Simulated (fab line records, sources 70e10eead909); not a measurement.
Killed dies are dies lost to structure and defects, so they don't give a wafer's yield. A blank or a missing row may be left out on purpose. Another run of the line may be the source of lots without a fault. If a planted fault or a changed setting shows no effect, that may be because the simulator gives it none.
Problem report in the 8D (eight disciplines) form, filled by code ; flow nand-harc ; the parts of the form that need people (team, actions taken, sign-off) are left out

1. PROBLEM STATEMENT
Wafers without a fault read 129.9 nm, standard deviation 0.72; cd-nm at NHARC_P_M1_CD_MEAS_09 reads a mean of 150.9 nm on 6 wafers belonging to 2 lots. That puts it +29 standard deviations away from the usual mean.
The step: target cd 130 nm.
The first sign was on wafer L210.2 at day 10 01:03, on cd-sem-02. Wafers with a number at this step in the record: 33, from 11 lots. Rule for "out", or "out of limits": more than 4 standard deviations from the usual mean. All remaining wafers that have a number are taken as sound.

2. WHAT IT IS AND WHAT IT IS NOT
question;is;is not
which readings at this step;cd-nm;-
which lots;L210, L211;L197, L198, L199, L203, L204, L209, L213, L215, L217
which wafers of those lots;all that have a number;-
read on which gauges;cd-sem-01, cd-sem-02;cd-sem-03
when;from day 10 01:03;"up to then (18 sound wafers); but 9 sound wafers of L213, L215, L217 came after"

3. WHAT RULES OUT EACH SUSPECT
Counting: a tool stays on the suspect list if, at a process step up to the reading, it processed all lots that are out and no sound lot following the first of them.
- the gauge at NHARC_P_M1_CD_MEAS_09 has been ruled out. Those wafers that are out were read across 2 gauges (cd-sem-01, cd-sem-02).
- pvd-sputter-03 at NHARC_P_M0_PVD_21 (deposits Cu, target thk 30 nm, time 20.49 s): ruled out as a lasting fault. The sound lots L215, L217 went through it after L210, its earliest lot that is out (day 9 23:37). NHARC_P_M0_PVD_21 gives no start for some lots, so the hours and the order of its lots are those of NHARC_P_M0_THK_MEAS_24.
- arfi-scanner-03 at NHARC_P_M1_EXPOSE_06 (exposes mask P M1, target cd 130 nm): kept. All lots that are out passed through it, beginning with L210 at day 10 00:55, and no sound lot followed; its final sound lot before that point was L209 at day 9 07:06. On those wafers its own readings are out: exposure-dose-mJ-cm2.
Left after counting: arfi-scanner-03 at NHARC_P_M1_EXPOSE_06.

4. THE CAUSE (what the simulator had put in)
Process parameters drifting: arfi-scanner-03 at NHARC_P_M1_EXPOSE_06, beginning at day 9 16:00. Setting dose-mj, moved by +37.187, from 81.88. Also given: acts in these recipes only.
This tool alone remained once counting was done.

5. THE EFFECT CHAIN, in route order
Rows list readings where the struck wafers' mean (over those with a number) sits beyond 3 standard deviations from the usual. Only readings whose record carries a usual standard deviation are examined. hours: median over the lots of the time between each lot's start at the first step of this table that gives one and its start at this step. sigmas: the change, counted in usual standard deviations.
hours;step;reading;usual;on struck wafers;change;sigmas
0;NHARC_P_M1_EXPOSE_06;exposure-dose-mJ-cm2;81.85;115.41;+33.56;+99 or more
0;NHARC_P_M1_CD_MEAS_09;cd-nm;129.9 nm;150.9;+21.0;+29
Its process steps:
- NHARC_P_M1_EXPOSE_06: exposes mask P M1, target cd 130 nm.
At these later measuring or inspecting steps, every struck wafer for which the step has a row has a number for every such reading, and none has moved that far: NHARC_END_SORT_01.

6. HOW IT WOULD HAVE BEEN CAUGHT EARLIER
The first out-of-limits reading at a measuring or inspecting step in this record came at day 10 01:03, 9 hours after the fault's start at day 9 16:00.
Tool's own readings at NHARC_P_M1_EXPOSE_06, exposure-dose-mJ-cm2: out on all struck wafers the step has rows for; an alarm limit on them would have tripped on the first.
Of the lots that are out (2), L211 began NHARC_P_M1_EXPOSE_06 on arfi-scanner-03 after day 10 01:03. Putting the tool on hold at that point would have spared it.
